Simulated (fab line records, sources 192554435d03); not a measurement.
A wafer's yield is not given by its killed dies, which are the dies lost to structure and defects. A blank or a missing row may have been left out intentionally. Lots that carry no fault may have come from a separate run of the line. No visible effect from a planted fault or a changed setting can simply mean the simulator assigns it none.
Lot-split experiment    flow n5 finfet    21 wafers read from 7 lots, route of 1938 steps

## THE SPLIT ITSELF
At N5_DUMMY_GATE_COAT_28 (time 60 s, resist thk 10 nm), the setting spin rpm was moved away from the recipe's 1500 rpm on 5 of the 21 wafers read, by -7.6% to +11.1%. The other wafers ran this setting at the recipe's value.

The reading is taken at the split's own step.

## THE READING
underlayer_of_DUMMY_GATE_COAT_28.thk nm (the simulator's own value, which no gauge read), in nm, at N5_DUMMY_GATE_COAT_28 (time 60 s, resist thk 10 nm). There is no usual value for it anywhere in the file.

wafer   tool, chamber at the split  spin rpm as run, rpm  against the recipe  underlayer_of_DUMMY_GATE_COAT_28.thk nm, nm  against lot-mates on the recipe
L075.3  litho track-02, 0           1632                  +8.8%               9.6                                          -0.4
L075.4  litho track-02, 0           1632                  +8.8%               9.6                                          -0.4
L075.5  litho track-02, 0           1500                  recipe              10                                           -
L077.2  litho track-02, 0           1500                  recipe              10                                           -
L077.3  litho track-02, 0           1500                  recipe              10                                           -
L077.5  litho track-02, 0           1500                  recipe              10                                           -
L081.1  litho track-04, 0           1386                  -7.6%               10.4                                         +0.4
L081.2  litho track-04, 0           1386                  -7.6%               10.4                                         +0.4
L081.3  litho track-04, 0           1500                  recipe              10                                           -
L082.1  litho track-01, 0           1500                  recipe              10                                           -
L082.4  litho track-01, 0           1500                  recipe              10                                           -
L082.5  litho track-01, 0           1500                  recipe              10                                           -
L084.4  litho track-02, 0           1500                  recipe              10                                           -
L084.5  litho track-02, 0           1500                  recipe              10                                           -
L084.6  litho track-02, 0           1500                  recipe              10                                           -
L090.1  litho track-01, 0           1500                  recipe              10                                           -
L090.3  litho track-01, 0           1500                  recipe              10                                           -
L090.4  litho track-01, 0           1500                  recipe              10                                           -
L093.2  litho track-01, 0           1500                  recipe              10                                           -
L093.4  litho track-01, 0           1500                  recipe              10                                           -
L093.5  litho track-01, 0           1666                  +11.1%              9.4                                          -0.6

FIT RESULTS
A straight line over all 21 wafers: underlayer_of_DUMMY_GATE_COAT_28.thk nm changes by -0.0504 nm for each +1% of spin rpm; r = -1.00; the points scatter about the line by 0.018 nm.
The same after taking each lot's own level away (the mean of its wafers on the recipe; 21 wafers): -0.0504 nm for each +1%; r = -1.00; scatter 0.018 nm.
That fit puts the effect of the largest move of spin rpm on the reading at 0.56 nm.
The lots' own levels span 10.00 to 10.00 nm.
The two slopes agree, so the slope changes little with the lot-to-lot level.
Check: with one of the wafers moved furthest among these (+11.1%) left out of the fit, the line predicts -0.532 nm for it against its lot-mates. It came out at -0.6 nm against them.

## THESE WAFERS: OTHER SPLITS
Note: prior to the reading, these wafers also went through further splits. Each is held against what the fit with the lots' levels taken away leaves over:
other split on the same wafers             wafers away from the commonest value  r with underlayer_of_DUMMY_GATE_COAT_28.thk nm (lot level and that fit taken away)
N5_ZERO_LAYER_PECVD_02 time s              6                                     -0.14
N5_PMOS_HMC_CHANNEL_EPI_HM_DEP_34 time s   8                                     -0.22
N5_PMOS_HMC_CHANNEL_EPI_PEB_07 peb time s  9                                     +0.21
N5_FIN_SAQP_PEB_14 peb time s              5                                     +0.04
N5_DUMMY_GATE_CVD_03 temp c                6                                     -0.14

## FILE'S OWN FIT
underlayer_of_DUMMY_GATE_COAT_28.thk nm changes by -0.0512 nm for each +1% of spin rpm, r = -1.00.
